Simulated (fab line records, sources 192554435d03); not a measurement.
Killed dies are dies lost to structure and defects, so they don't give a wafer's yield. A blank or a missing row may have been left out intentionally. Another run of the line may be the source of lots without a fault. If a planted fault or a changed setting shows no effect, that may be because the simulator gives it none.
fab line records	flow n5Finfet
[record] lots = 6	wafers = 18	lastDay = 19
route steps=1938 shown BEOL_M5@1176 BEOL_M6@1194 PASSIVATION@1936
lots that met no fault: taken from a fault-free run of the same line
startH: hours from the record's first day to the start of the lot's first wafer shown	waitH: time in hours since the lot's previous step	" the same as in the row above	L1.1+2: several wafers, shown together as one row	- either no value or no given start	* or withheld: withheld	< > ~ a bound
route shown NAME@n: NAME is a module with steps in the file, n the number in the route of the first one	usual: the fault-free wafers' mean and standard deviation	same: alike in all rows	chamber/n: place in a boat	sites: readings site by site	_std_site: standard deviation of those values	_edge_site: the outer-site mean with the inner-site mean subtracted	radiusMm: for every site, how far away it sits from the centre of the wafer	mask NAME#n: copy n	behind: the last tool/chamber to shape the wafer	hold: why the lot went on hold/how many hours it stayed there/how the hold came to an end	device: the transistor (n, p or np) that didn't switch	end of line: the route-end tests of the same wafers	step lacking rows: just its recipe	killed: count of dies lost to structure and defects at first sort (not the wafer's yield)	map: shows each die of a wafer: x if killed, . if not, _ if none is there
set.NAME: the setting that was run; set.NAME@STEP: the one run at that earlier step	model.NAME: the simulator's own value behind a step, which no gauge read
lots at selected steps of the route; one table per step, one row per wafer
services: when a tool's chamber went out of use (startH, in hours from the record's first day, below 0 if earlier), for how many hours, and the reason
[[steps]]
[step N5_BEOL_M5_ANNEAL_49]
[recipe] tempC = 400	timeS = 1800	ambient = vacuum
[step N5_BEOL_M5_SPUTTER_81]
[recipe] material = Cu	targetThkA = 150	tempC = -20	chamberPressurePa = 0.07	powerW = withheld	timeS = 27.62
[usual] chamberPressurePa = 0.06998/0.00015	throttleValvePct = 29.7/0.67
lot.wafer	tool	chamber	startH	waitH	chamberPressurePa	throttleValvePct
L114.2	pvdSputter-02	-	226.64	0.5	0.07023	29.8
L114.3	"	-	"	"	0.06997	28.7
L114.6	"	-	"	"	0.06991	29.9
L116.3	pvdSputter-01	-	250.22	0.5	0.0698	28.2
L116.5	"	-	"	"	0.07009	31.2
L116.6	"	-	"	"	0.07	28.3
L125.1	pvdSputter-01	-	314.44	0.5	0.06976	28.3
L125.4	"	-	"	"	0.06985	30.0
L125.6	"	-	"	"	0.06987	30.0
L126.1	pvdSputter-02	-	316.86	0.5	0.07006	30.2
L126.2	"	-	"	"	0.06972	28.8
L126.3	"	-	"	"	0.0699	30.2
L131.1	pvdSputter-01	-	338.08	0.5	0.06979	28.1
L131.4	"	-	"	"	0.06971	30.0
L131.5	"	-	"	"	0.06969	29.9
L129.3	pvdSputter-03	-	341.50	0.5	0.06987	29.0
L129.4	"	-	"	"	0.07	29.4
L129.5	"	-	"	"	0.06966	29.5
[step N5_BEOL_M5_ANNEAL_82]
[recipe] tempC = 400	timeS = 1800	ambient = vacuum
[step N5_BEOL_M5_SPUTTER_83]
[recipe] material = Cu	targetThkA = 150	tempC = -20	chamberPressurePa = 0.07	powerW = withheld	timeS = 27.62
[step N5_BEOL_M5_ANNEAL_84]
[recipe] tempC = 400	timeS = 1800	ambient = vacuum
[step N5_BEOL_M5_SPUTTER_88]
[recipe] material = Cu	targetThkA = 150	tempC = -20	chamberPressurePa = 0.07	powerW = withheld	timeS = 27.62
[step N5_BEOL_M5_ANNEAL_89]
[recipe] tempC = 400	timeS = 1800	ambient = vacuum
[step N5_BEOL_M5_SPUTTER_90]
[recipe] material = Cu	targetThkA = 45	tempC = -20	chamberPressurePa = 0.07	powerW = withheld	timeS = 8.29
[step N5_BEOL_M5_ECD_50]
[recipe] material = Cu	targetThkA = 3000
[step N5_BEOL_M5_ANNEAL_51]
[recipe] tempC = 225	timeS = 90	ambient = N2
[usual] annealTempC = 225.03/0.18	annealTempCMax = 226.5/0.43	wafer_temp_C_max = 226.3/0.36
lot.wafer	tool	chamber	startH	waitH	annealTempC	annealTempCMax	wafer_temp_C_max
L114.2	rtpAnneal-01	0	230.15	0.1	225.29	227.2	225.6
L114.3	"	0	"	"	225.13	227.3	225.8
L114.6	"	0	"	"	225.08	226.8	225.8
L116.3	rtpAnneal-01	0	253.77	0.1	225.03	227.7	225.8
L116.5	"	0	"	"	224.97	226.5	226.2
L116.6	"	0	"	"	224.95	226.4	225.8
L125.1	rtpAnneal-01	0	317.91	0.1	224.96	226.6	225.7
L125.4	"	0	"	"	225.08	227.3	225.8
L125.6	"	0	"	"	225.22	226.8	226.4
L126.1	rtpAnneal-02	0	320.61	0.3	224.87	226.2	226.7
L126.2	"	0	"	"	225.08	226.3	225.8
L126.3	"	0	"	"	225.01	226.3	226.3
L131.1	rtpAnneal-02	0	341.55	0.1	225.30	226.7	226.6
L131.4	"	0	"	"	224.91	226.1	226.5
L131.5	"	0	"	"	225.08	226.1	226.3
L129.3	rtpAnneal-02	0	345.08	0.1	224.77	226.2	226.5
L129.4	"	0	"	"	224.75	225.8	227.5
L129.5	"	0	"	"	224.73	226.0	226.5
[step N5_BEOL_M5_CMP_52]
[recipe] stopOn = SiCOH_lowk	tOverpolishS = 6.9	downForcePsi = 1	platenRpm = 50	clearingPlatenDownForcePsi = 1.5	clearingPlatenRpm = 50	postCmpClean = cuAlkaline	targetThkNm = 62	clearingPlatenPadVelocityMS = 0.99484	padVelocityMS = 0.99484
[step N5_BEOL_M5_THK_MEAS_53]
[recipe] thkMeasGauge = xrf	reads = Cu_of_BEOL_M5_ECD_50
[usual] M5_THK = 60.8/2
lot.wafer	tool	chamber	startH	waitH	M5_THK[nm]
L114.2	filmMetro-02	-	230.70	-	63.3
L114.3	"	-	"	"	61.4
L114.6	"	-	"	"	61.0
L116.3	filmMetro-01	-	254.50	-	58.3
L116.5	"	-	"	"	60.4
L116.6	"	-	"	"	59.7
L125.1	filmMetro-02	-	319.00	-	60.2
L125.4	"	-	"	"	62.0
L125.6	"	-	"	"	62.5
L126.1	filmMetro-02	-	321.21	-	58.4
L126.2	"	-	"	"	58.4
L126.3	"	-	"	"	57.4
L131.1	filmMetro-01	-	342.20	-	62.6
L131.4	"	-	"	"	62.5
L131.5	"	-	"	"	62.5
L129.3	filmMetro-01	-	345.58	-	61.8
L129.4	"	-	"	"	61.4
L129.5	"	-	"	"	63.4
[step N5_BEOL_M5_PRE_CLEAN_77]
[recipe] gas = NH3/H2	timeS = 15	tempC = *	rfPowerW = 300
[usual] heaterPowerOuterW = 25/8	heaterPowerW = 91/13
lot.wafer	tool	chamber	startH	waitH	heaterPowerOuterW	heaterPowerW
L114.2	cvdCo-02	0	230.73	0.0	21	83
L114.3	"	2	"	"	27	102
L114.6	"	2	"	"	27	102
L116.3	cvdCo-01	1	254.76	0.3	11	70
L116.5	"	2	"	"	30	100
L116.6	"	1	"	"	11	69
L125.1	cvdCo-01	0	319.29	0.3	35	104
L125.4	"	0	"	"	36	104
L125.6	"	1	"	"	11	69
L126.1	cvdCo-01	0	321.26	0.0	36	103
L126.2	"	1	"	"	11	68
L126.3	"	2	"	"	29	99
L131.1	cvdCo-02	2	342.28	0.1	28	102
L131.4	"	0	"	"	21	86
L131.5	"	2	"	"	28	103
L129.3	cvdCo-02	2	345.63	0.1	27	103
L129.4	"	0	"	"	21	86
L129.5	"	0	"	"	20	85
[step N5_BEOL_M5_CO_CAP_78]
[recipe] material = Co	targetThkA = 20	tempC = 200	precursor = CCTBA/H2	pressureTorr = 30	timeS = 102.1
[step N5_BEOL_M5_PRE_CLEAN_55]
[recipe] gas = NH3	timeS = 15	tempC = withheld	rfPowerW = 300
[step N5_BEOL_M5_DEP_56]
[recipe] material = SiCN	targetThkA = 80	tempC = withheld	precursor = 3MS/NH3	pressureTorr = 3	rfW = 202	timeS = 14
[usual] showerheadPlenumPTorr = 3.659/0.013	throttleValvePct = 9.0/0.42
lot.wafer	tool	chamber	startH	waitH	showerheadPlenumPTorr	throttleValvePct
L114.2	pecvd-02	1	230.90	0.0	3.654	9.1
L114.3	"	1	"	"	3.654	8.9
L114.6	"	0	"	"	3.679	9.8
L116.3	pecvd-03	1	254.92	0.0	3.657	8.7
L116.5	"	2	"	"	3.655	8.5
L116.6	"	0	"	"	3.650	8.9
L125.1	pecvd-01	0	319.45	0.0	3.654	9.6
L125.4	"	1	"	"	3.661	9.7
L125.6	"	0	"	"	3.653	9.4
L126.1	pecvd-01	0	321.41	0.0	3.647	9.3
L126.2	"	2	"	"	3.673	8.8
L126.3	"	1	"	"	3.656	9.3
L131.1	pecvd-03	2	342.50	0.0	3.656	8.6
L131.4	"	2	"	"	3.658	8.8
L131.5	"	0	"	"	3.650	8.9
L129.3	pecvd-03	0	345.86	0.0	3.653	8.9
L129.4	"	1	"	"	3.641	8.8
L129.5	"	0	"	"	3.642	8.8
[step N5_BEOL_M5_RS_MEAS_57]
[recipe] thkMeasGauge = four-point-probe	reads = Co_of_BEOL_M5_CO_CAP_78+Cu_of_BEOL_M5_ECD_50+Co_of_BEOL_M5_CVD_47+TaN_of_BEOL_M5_ALD_86
[usual] M5_RS = 0.388/0.016
lot.wafer	tool	chamber	startH	waitH	M5_RS[ohm/sq]
L114.2	filmMetro-02	-	230.99	0.1	0.374
L114.3	"	-	"	"	0.387
L114.6	"	-	"	"	0.390
L116.3	filmMetro-01	-	254.99	0.1	0.406
L116.5	"	-	"	"	0.389
L116.6	"	-	"	"	0.395
L125.1	filmMetro-02	-	319.51	0.0	0.388
L125.4	"	-	"	"	0.373
L125.6	"	-	"	"	0.371
L126.1	filmMetro-02	-	321.48	0.0	0.408
L126.2	"	-	"	"	0.407
L126.3	"	-	"	"	0.421
L131.1	filmMetro-01	-	342.56	0.0	0.377
L131.4	"	-	"	"	0.380
L131.5	"	-	"	"	0.377
L129.3	filmMetro-02	-	345.92	0.1	0.375
L129.4	"	-	"	"	0.382
L129.5	"	-	"	"	0.369
[step N5_BEOL_M5_INSPECT_58]
[recipe] inspectInstrument = darkfield	mode = postDep
[usual] rawDefectCount = 69/23
lot.wafer	tool	chamber	startH	waitH	rawDefectCount
L114.2	defectInspect-01	-	231.01	0.0	88
L114.3	"	-	"	"	109
L114.6	"	-	"	"	90
L116.3	defectInspect-02	-	255.02	0.0	95
L116.5	"	-	"	"	89
L116.6	"	-	"	"	84
L125.1	defectInspect-01	-	319.54	0.0	749
L125.4	"	-	"	"	721
L125.6	"	-	"	"	768
L126.1	defectInspect-01	-	321.51	0.0	755
L126.2	"	-	"	"	680
L126.3	"	-	"	"	750
L131.1	defectInspect-02	-	342.59	0.0	66
L131.4	"	-	"	"	52
L131.5	"	-	"	"	47
L129.3	defectInspect-02	-	345.95	0.0	91
L129.4	"	-	"	"	50
L129.5	"	-	"	"	75
[step N5_BEOL_M6_ILD_DEP_00]
[recipe] material = SiCOH_lowk	targetThkA = 1797.5	tempC = 300	precursor = DEMS/porogen	pressureTorr = 5	rfW = 500	timeS = 33.4
[step N5_BEOL_M6_CURE_74]
[recipe] tempC = 385	timeS = 240	ambient = He/Ar	material = SiCOH_lowk
[usual] lampPowerPct = 52.31/0.06	wafer_temp_C_max = 387.0/0.55
lot.wafer	tool	chamber	startH	waitH	lampPowerPct	wafer_temp_C_max
L114.2	uvCure-01	2	231.27	0.2	52.30	386.4
L114.3	"	2	"	"	52.44	386.2
L114.6	"	2	"	"	52.34	386.5
L116.3	uvCure-01	2	255.28	0.2	52.33	386.0
L116.5	"	2	"	"	52.33	386.1
L116.6	"	2	"	"	52.24	387.0
L125.1	uvCure-03	2	319.64	0.0	52.28	386.7
L125.4	"	2	"	"	52.26	387.0
L125.6	"	2	"	"	52.42	387.2
L126.1	uvCure-03	2	321.61	0.0	52.29	386.5
L126.2	"	2	"	"	52.23	387.1
L126.3	"	2	"	"	52.14	387.7
L131.1	uvCure-02	2	342.69	0.0	52.33	387.7
L131.4	"	2	"	"	52.25	387.6
L131.5	"	2	"	"	52.39	387.1
L129.3	uvCure-03	2	346.21	0.2	52.24	387.4
L129.4	"	2	"	"	52.35	386.9
L129.5	"	2	"	"	52.34	386.7
[step N5_BEOL_M6_THK_MEAS_01]
[recipe] reads = SiCOH_lowk_of_BEOL_M6_ILD_DEP_00
[usual] M6_ILD_THK = 154.5/2.3
lot.wafer	tool	chamber	startH	waitH	M6_ILD_THK[nm]
L114.2	filmMetro-01	-	232.11	0.7	153.9
L114.3	"	-	"	"	157.5
L114.6	"	-	"	"	154.2
L116.3	filmMetro-02	-	255.63	0.3	153.9
L116.5	"	-	"	"	154.8
L116.6	"	-	"	"	158.6
L125.1	filmMetro-01	-	320.64	0.8	156.0
L125.4	"	-	"	"	156.4
L125.6	"	-	"	"	156.4
L126.1	filmMetro-01	-	322.60	0.8	156.0
L126.2	"	-	"	"	154.8
L126.3	"	-	"	"	157.6
L131.1	filmMetro-02	-	343.20	0.4	150.8
L131.4	"	-	"	"	153.9
L131.5	"	-	"	"	154.8
L129.3	filmMetro-02	-	346.56	0.3	152.3
L129.4	"	-	"	"	156.1
L129.5	"	-	"	"	154.6
[step N5_BEOL_M6_PECVD_70]
[recipe] material = SiO2	targetThkA = 200	tempC = 400	precursor = TEOS/O2	pressureTorr = 5.5	rfW = 450	teosFlowSccm = 53.8	gas = O2	flowSccm = 3000	timeS = 22.7
[step N5_BEOL_M6_HM_DEP_02]
[recipe] material = TiN	targetThkA = 200	tempC = 25	chamberPressurePa = 0.49996
[usual] chamberPressurePa = 0.5000/0.001	throttleValvePct = 29.8/0.66
lot.wafer	tool	chamber	startH	waitH	chamberPressurePa	throttleValvePct
L114.2	pvdSputter-02	-	232.58	0.4	0.4993	30.3
L114.3	"	-	"	"	0.4991	29.8
L114.6	"	-	"	"	0.4999	29.9
L116.3	pvdSputter-01	-	256.66	1.0	0.5003	30.1
L116.5	"	-	"	"	0.4997	29.9
L116.6	"	-	"	"	0.5006	30.9
L125.1	pvdSputter-03	-	321.89	1.2	0.5010	29.0
L125.4	"	-	"	"	0.4999	29.4
L125.6	"	-	"	"	0.4996	30.7
L126.1	pvdSputter-03	-	322.85	0.2	0.5018	29.0
L126.2	"	-	"	"	0.5011	30.5
L126.3	"	-	"	"	0.4990	29.1
L131.1	pvdSputter-01	-	343.68	0.4	0.5022	31.0
L131.4	"	-	"	"	0.4990	30.1
L131.5	"	-	"	"	0.4995	30.1
L129.3	pvdSputter-02	-	347.02	0.4	0.4981	30.0
L129.4	"	-	"	"	0.5009	29.8
L129.5	"	-	"	"	0.4983	29.9
[step N5_BEOL_M6_COAT_59]
[recipe] resist = SOC	tempC = 250	timeS = 60	spinRpm = 1500	resistThkNm = 100
[step N5_BEOL_M6_COAT_60]
[recipe] resist = SiARC	tempC = 220	timeS = 60	spinRpm = 1500	resistThkNm = 35
[step N5_BEOL_M6_COAT_05]
[recipe] resist = CAR-ArF	spinRpm = 1500	resistThkNm = 90
[step N5_BEOL_M6_EBR_07]
[recipe] solvent = PGMEA	ebrWidthMm = 1.5
[step N5_BEOL_M6_SOFTBAKE_06]
[recipe] tempC = 110	timeS = 60	resist = CAR-ArF
[step N5_BEOL_M6_EXPOSE_08]
[recipe] maskId = M6	na = 1.35	sourceShape = dipole	sigmaInner = 0.817	sigmaOuter = 0.97	polarization = te	doseMj = 68.25
[step N5_BEOL_M6_PEB_09]
[recipe] pebTempC = withheld	pebTimeS = 60	resist = CAR-ArF
[step N5_BEOL_M6_DEVELOP_10]
[recipe] developTimeS = 30	developer = TMAH	resist = CAR-ArF	rinseLiquid = diw	dry = airSpin	devTempC = 23
[step N5_BEOL_M6_CD_MEAS_11]
[recipe] targetCdNm = 38.5	landingEnergyEv = 500	detector = seInlens	polarity = opening
[usual] cdNm = 38.5/0.54
[same] landingEnergyEv = 500
lot.wafer	tool	chamber	startH	waitH	cdNm
L114.2	cdSem-01	0	233.08	-	38.4
L114.3	"	0	"	"	38.8
L114.6	"	0	"	"	38.3
L116.3	cdSem-03	0	257.29	-	38.4
L116.5	"	0	"	"	37.7
L116.6	"	0	"	"	37.6
L125.1	cdSem-01	0	322.39	-	37.8
L125.4	"	0	"	"	37.4
L125.6	"	0	"	"	37.8
L126.1	cdSem-01	0	323.24	-	39.4
L126.2	"	0	"	"	38.7
L126.3	"	0	"	"	39.0
L131.1	cdSem-01	0	344.18	-	39.3
L131.4	"	0	"	"	38.4
L131.5	"	0	"	"	38.8
L129.3	cdSem-01	0	347.52	-	38.6
L129.4	"	0	"	"	37.6
L129.5	"	0	"	"	37.4
[step N5_BEOL_M6_OVL_MEAS_12]
[recipe] pointsPerWafer = 44
[usual] M6_OVL = 0.0/0.7
lot.wafer	tool	chamber	startH	waitH	M6_OVL[nm]
L114.2	overlay-01	0	233.11	0.0	-1.2
L114.3	"	0	"	"	-0.2
L114.6	"	0	"	"	-0.8
L116.3	overlay-02	0	257.32	0.0	-0.1
L116.5	"	0	"	"	0.7
L116.6	"	0	"	"	0.3
L125.1	overlay-02	0	322.42	0.0	-0.6
L125.4	"	0	"	"	-0.3
L125.6	"	0	"	"	0.7
L126.1	overlay-02	0	323.27	0.0	-0.9
L126.2	"	0	"	"	0.4
L126.3	"	0	"	"	0.4
L131.1	overlay-02	0	344.21	0.0	1.2
L131.4	"	0	"	"	0.4
L131.5	"	0	"	"	-0.2
L129.3	overlay-02	0	347.55	0.0	-0.2
L129.4	"	0	"	"	1.0
L129.5	"	0	"	"	0.2
[step N5_BEOL_M6_INSPECT_13]
[recipe] mode = adi	inspectInstrument = brightfield
[usual] rawDefectCount = 421/100
lot.wafer	tool	chamber	startH	waitH	rawDefectCount
L114.2	defectInspect-02	-	233.13	0.0	406
L114.3	"	-	"	"	536
L114.6	"	-	"	"	405
L116.3	defectInspect-02	-	257.34	0.0	328
L116.5	"	-	"	"	295
L116.6	"	-	"	"	288
L125.1	defectInspect-01	-	322.44	0.0	1089
L125.4	"	-	"	"	1197
L125.6	"	-	"	"	1294
L126.1	defectInspect-01	-	323.29	0.0	1116
L126.2	"	-	"	"	1035
L126.3	"	-	"	"	1153
L131.1	defectInspect-01	-	344.24	0.0	535
L131.4	"	-	"	"	379
L131.5	"	-	"	"	496
L129.3	defectInspect-01	-	347.57	0.0	430
L129.4	"	-	"	"	372
L129.5	"	-	"	"	419
[step N5_BEOL_M6_DESCUM_16]
[recipe] chemistry = O2	timeS = 7.9	sourcePowerW = 50	biasPowerW = 20	pressureMtorr = 20	rfFrequencyHz = 2.712e+07	tempC = 40	resist = CAR-ArF	o2FlowSccm = 225
[step N5_PASSIVATION_PROBE_49]
[usual] defectLimitedYield = 91.3/1.4	killed_at_M0_to_M3 = 34/10	killed_at_M4_up = 14/5.5	killedAtContacts = 12/6	killedAtFrontEnd = 40/10	killedAtOther = 3.0/2.4	killedDies = 103/17	killedOnRim = 13/4.3	killedOpen = 68/13	killedShort = 34/7.8	sort_bin_4_leakage = 0.00/0.014	sort_bin_5_function = 5.1/0.97	sort_bin_6_memory = 3.3/0.66	sortNPass = 1077/17	sortYieldPct = 91.2/1.4
[same] grossDies = 1180	killedAtBackSide = 0	sort_bin_8_speed[%] = 0
lot.wafer	tool	chamber	startH	waitH	defectLimitedYield[%]	killed_at_M0_to_M3	killed_at_M4_up	killedAtContacts	killedAtFrontEnd	killedAtOther	killedDies	killedOnRim	killedOpen	killedShort	sort_bin_4_leakage[%]	sort_bin_5_function[%]	sort_bin_6_memory[%]	sortNPass	sortYieldPct[%]
L114.2	prober-01	-	315.71	0.1	90.0	37	9	19	50	3	118	26	77	39	0	5.7	4.0	1062	90.0
L114.3	prober-01	-	315.76	0.1	89.8	44	28	2	42	4	120	13	75	45	0	6.0	3.9	1060	89.8
L114.6	prober-01	-	315.91	0.3	92.0	35	14	20	23	2	94	6	62	29	0	5.2	2.6	1086	92.0
L116.3	prober-02	-	347.68	0.1	93.1	28	15	7	30	1	81	13	54	27	0	4.1	2.5	1099	93.1
L116.5	prober-02	-	347.78	0.2	90.6	28	12	7	62	2	111	10	65	42	0	6.4	2.6	1069	90.6
L116.6	prober-02	-	347.83	0.3	91.4	31	15	10	46	0	102	9	69	32	0	5.6	2.7	1078	91.4
L125.1	prober-01	-	416.60	0.0	81.6	47	132	4	33	1	217	26	72	30	0	11.2	3.9	963	81.6
L125.4	prober-01	-	416.75	0.2	82.2	37	120	8	41	4	210	33	48	46	0	10.7	4.3	970	82.2
L125.6	prober-01	-	416.85	0.3	85.9	33	78	8	46	1	166	31	65	30	0	8.7	3.3	1014	85.9
L126.1	prober-01	-	423.29	0.0	81.5	26	135	22	34	1	218	25	73	26	0	10.5	4.7	962	81.5
L126.2	prober-01	-	423.34	0.1	83.7	41	83	22	45	1	192	37	86	38	0	9.2	5.3	988	83.7
L126.3	prober-01	-	423.39	0.1	86.1	39	73	11	39	2	164	38	71	39	0	8.1	3.7	1016	86.1
L131.1	prober-01	-	450.28	0.0	91.6	32	12	11	38	6	99	8	62	32	0	4.3	3.8	1081	91.6
L131.4	prober-01	-	450.43	0.2	93.0	20	16	5	33	9	83	9	52	30	0	3.8	3.1	1097	93.0
L131.5	prober-01	-	450.48	0.2	91.8	32	10	20	30	5	97	15	69	26	0	5.2	2.9	1083	91.8
// killed by level:class
L114.2 MOL_CONTACT_COAG:geometricParticle:open=13 STI_FIN_REVEAL:geometricParticle:open=12 FIN_SAQP:geometricParticle:open=8 BEOL_M1:geometricParticle:open=8 FIN_SAQP:geometricParticle:short=6 DUMMY_GATE:geometricParticle:open=5 GATE_CUT:geometricParticle:short=5 BEOL_M3:geometricParticle:open=5
L114.3 BEOL_M4:geometricParticle:open=14 BEOL_M1:geometricParticle:open=13 STI_FIN_REVEAL:geometricParticle:open=10 BEOL_M0_SAQP:geometricParticle:short=9 FIN_SAQP:geometricParticle:short=8 GATE_CUT:geometricParticle:short=6 BEOL_M3:geometricParticle:short=6 BEOL_M5:geometricParticle:open=6
L114.6 MOL_CONTACT_COAG:geometricParticle:open=16 BEOL_M0:geometricParticle:open=8 BEOL_M2:geometricParticle:open=6 FIN_SAQP:geometricParticle:short=5 BEOL_M0_SAQP:geometricParticle:short=5 FIN_SAQP:geometricParticle:open=4 BEOL_M5:geometricParticle:open=4 BEOL_M1:geometricParticle:open=4
L116.3 BEOL_M2:geometricParticle:open=11 MOL_CONTACT_COAG:geometricParticle:open=6 DUMMY_GATE:geometricParticle:open=6 BEOL_M0_SAQP:geometricParticle:open=6 FIN_SAQP:geometricParticle:short=5 BEOL_M4:geometricParticle:open=5 STARTING-WAFER:geometricParticle:short=4 BEOL_M3:geometricParticle:open=4
L116.5 STI_FIN_REVEAL:geometricParticle:open=23 BEOL_M0_SAQP:geometricParticle:short=10 FIN_SAQP:geometricParticle:short=7 GATE_CUT:geometricParticle:short=6 MOL_CONTACT_COAG:geometricParticle:open=6 BEOL_M1:geometricParticle:open=6 BEOL_M4:geometricParticle:open=6 STI_FIN_REVEAL:geometricParticle:short=5
L116.6 STI_FIN_REVEAL:geometricParticle:open=11 BEOL_M0_SAQP:geometricParticle:short=9 DUMMY_GATE:geometricParticle:open=8 MOL_CONTACT_COAG:geometricParticle:open=8 BEOL_M0_SAQP:geometricParticle:open=7 BEOL_M1:geometricParticle:open=6 BEOL_M4:geometricParticle:open=6 STARTING-WAFER:geometricParticle:open=6
L125.1 BEOL_M5:unspecified=115 BEOL_M3:geometricParticle:open=12 BEOL_M0_SAQP:geometricParticle:short=10 BEOL_M1:geometricParticle:open=9 BEOL_M0_SAQP:geometricParticle:open=8 BEOL_M4:geometricParticle:open=8 FIN_SAQP:geometricParticle:short=6 STI_FIN_REVEAL:geometricParticle:open=5
L125.4 BEOL_M5:unspecified=115 FIN_SAQP:geometricParticle:short=13 BEOL_M0_SAQP:geometricParticle:short=9 BEOL_M3:geometricParticle:open=9 MOL_CONTACT_COAG:geometricParticle:open=7 DUMMY_GATE:geometricParticle:open=5 GATE_CUT:geometricParticle:short=5 BEOL_M0_SAQP:geometricParticle:open=5
L125.6 BEOL_M5:unspecified=66 STI_FIN_REVEAL:geometricParticle:open=12 BEOL_M3:geometricParticle:open=11 FIN_SAQP:geometricParticle:short=8 BEOL_M4:geometricParticle:open=8 FIN_SAQP:geometricParticle:open=7 MOL_CONTACT_COAG:geometricParticle:open=7 BEOL_M0_SAQP:geometricParticle:short=5
L126.1 BEOL_M5:unspecified=118 MOL_CONTACT_COAG:geometricParticle:open=20 BEOL_M4:geometricParticle:open=9 BEOL_M2:geometricParticle:open=8 BEOL_M0_SAQP:geometricParticle:open=6 GATE_CUT:geometricParticle:open=6 FIN_SAQP:geometricParticle:short=5 FIN_SAQP:geometricParticle:open=5
L126.2 BEOL_M5:unspecified=68 MOL_CONTACT_COAG:geometricParticle:open=20 FIN_SAQP:geometricParticle:open=15 FIN_SAQP:geometricParticle:short=9 BEOL_M0_SAQP:geometricParticle:open=9 BEOL_M0_SAQP:geometricParticle:short=7 BEOL_M1:geometricParticle:open=6 BEOL_M3:geometricParticle:open=6
L126.3 BEOL_M5:unspecified=53 BEOL_M2:geometricParticle:open=11 BEOL_M4:geometricParticle:open=10 FIN_SAQP:geometricParticle:open=9 FIN_SAQP:geometricParticle:short=9 BEOL_M0_SAQP:geometricParticle:short=9 MOL_CONTACT_COAG:geometricParticle:open=8 BEOL_M0_SAQP:geometricParticle:open=8
L131.1 MOL_CONTACT_COAG:geometricParticle:open=10 BEOL_M0_SAQP:geometricParticle:open=9 FIN_SAQP:geometricParticle:short=8 STI_FIN_REVEAL:geometricParticle:open=6 FIN_SAQP:geometricParticle:open=5 DUMMY_GATE:geometricParticle:open=5 BEOL_M0_SAQP:geometricParticle:short=5 BEOL_M3:geometricParticle:short=4
L131.4 FIN_SAQP:geometricParticle:short=9 FIN_SAQP:geometricParticle:open=6 BEOL_M5:geometricParticle:open=6 BEOL_M2:geometricParticle:open=5 BEOL_M4:geometricParticle:open=5 DUMMY_GATE:geometricParticle:short=4 MOL_CONTACT_COAG:geometricParticle:open=4 BEOL_M0_SAQP:geometricParticle:open=4
L131.5 MOL_CONTACT_COAG:geometricParticle:open=15 BEOL_M3:geometricParticle:open=10 FIN_SAQP:geometricParticle:short=7 BEOL_M0_SAQP:geometricParticle:open=7 BEOL_M2:geometricParticle:open=6 FIN_SAQP:geometricParticle:open=5 ILD0:geometricParticle:open=5 MOL_CONTACT_COAG:geometricParticle:short=5
// map L125.1 (x killed, . not)
_________________............________________
______________.....xx........xxx_____________
___________x..xx.x..........xx..x..__________
__________....x.x...........x......._________
________.............................._______
_______...x....xx...............x......______
______......................xx.........._____
_____............................x....x..____
____...................x.......xx......x..___
___...........x....xxx...........x.........__
___.....x....x.x...........x.........x.xxx.__
__..........x..........xx.........x........._
__.......................x..x.x............._
_...xx......................x........x.......
_..xx.x.x..................x...........x.....
_..........................x....x............
_..............x..............x..x...........
_......................x.........x.......x...
_.....x..............x..x...........x........
_.......................x........xx.x.x......
_..................x...x..........x.......x..
__......x.....x..x.x........................_
__x...........x...x..x......................_
___....................x.............x..x..__
___..................xxx..x................__
____.....x....x.xxxxxxx.x....x.......x.x..___
_____..x.x.....x.xxxxxxxxx.x........x....____
______........xxxxxxxxxxxxxx............_____
_______........xxxxxxxxxxxx........x...______
________......xxx.xxxxxxxxx....x......_______
__________.....xxxxxxxxxxxxxxx.....x_________
___________..xxxxxxxxxxxxxxx....x..__________
______________x.xxxxxxxxxxxxx..x_____________
_________________xxxxxx.xxxx.________________
// map L126.1 (x killed, . not)
_________________............________________
______________.....xx.....xx...._____________
___________......x....x.....x.x...x__________
__________..........x..............._________
________.......x..................x..._______
_______................................______
______....x.........x.....x.x..........._____
_____.x.........xx..........x........x...____
____..................x.............x.x...___
___..x.....................................__
___.........xx............x................__
__.................x....x...xx........x....._
__...x......x.............x.....x........x.._
_................x...x....x..................
_......x............x.....x..x........xx...x.
_......x..x......x...........x...........x...
_....................x....xx.................
_......x............x..............x..x......
_........x...............xx..................
_..x.........................................
_...x.........x............................x.
__......x.xx.......x...............x...x...._
__...............x........x..........x......_
___x....x.........x..x.....................__
___....x......x..x.x..xxx......x.......xx..__
____.....x.x...xxxxxxxxxx.....x.x.x.......___
_____.......x...xxxxxxxxxx.........x.....____
______........xxxxxxxxxxxxxx............_____
_______..x.x..xxxxxxxxxxxxxx.........xx______
________..x..x.xxxxxxxxxxxx..x........_______
__________...x.xxxxxxxxxxxx.x...x..._________
___________xxx.xxxxxxxxxxxx........__________
______________.xxxxxxxxxxx.x...._____________
_________________xxxxxxxxxxxx________________
[[services]]
tool	chamber	startH	hours	kind
pecvd-01	-	203.81	0.8	pm
uvCure-02	-	210.23	3.4	pm
uvCure-03	-	211.21	6.7	repair
pecvd-01	-	218.69	0.9	repair
pecvd-03	1	243.89	5.5	scheduledDown
uvCure-02	-	250.78	4.0	repair
cvdCo-02	-	251.00	6.0	pm
cvdCo-02	-	264.18	0.8	repair
uvCure-03	-	272.43	7.5	pm
pecvd-03	0	281.20	5.5	scheduledDown
pecvd-02	-	297.46	0.3	repair
uvCure-03	-	298.18	7.1	repair
cvdCo-02	-	303.15	0.8	repair
uvCure-03	-	305.55	2.8	pm
cvdCo-01	2	307.37	4.8	repair
rtpAnneal-01	-	324.70	5.2	pm
cvdCo-02	1	333.33	-	clean
cvdCo-02	1	333.33	22.0	scheduledDown
cvdCo-01	-	336.47	6.0	pm
uvCure-01	-	340.79	2.1	pm
uvCure-02	-	344.70	7.5	pm
pvdSputter-01	-	344.74	1.6	repair
pecvd-03	2	344.90	2.2	repair
cvdCo-01	-	345.27	0.5	repair
[[key]]
[firstSign] step = N5_BEOL_M5_INSPECT_58	reading = rawDefectCount	direction = up	sigmas = 30	usual = 69	struck = 737
[effect] step = N5_BEOL_M6_INSPECT_13	reading = rawDefectCount	direction = up	sigmas = 7.2	usual = 421	struck = 1147
[effect] step = N5_PASSIVATION_PROBE_49	reading = killed_at_M4_up	direction = up	sigmas = 16	usual = 14	struck = 104
[moreKillsBornAt] N5_BEOL_M5_PRE_CLEAN_77@cvdCo-01 = 535
metAt N5_BEOL_M5_PRE_CLEAN_77
struckWafers L125.1,L125.4,L125.6,L126.1,L126.2,L126.3
onsetBetween 254.76 319.29
alsoFits N5_BEOL_M5_DEP_56:pecvd-01
[fault] kind = chamberParticleSource	tool = cvdCo-01	chamber = -	onsetH = 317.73	steps = N5_BEOL_M5_PRE_CLEAN_77	ratePerVisitCm2 = 1.0779	endH = 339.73
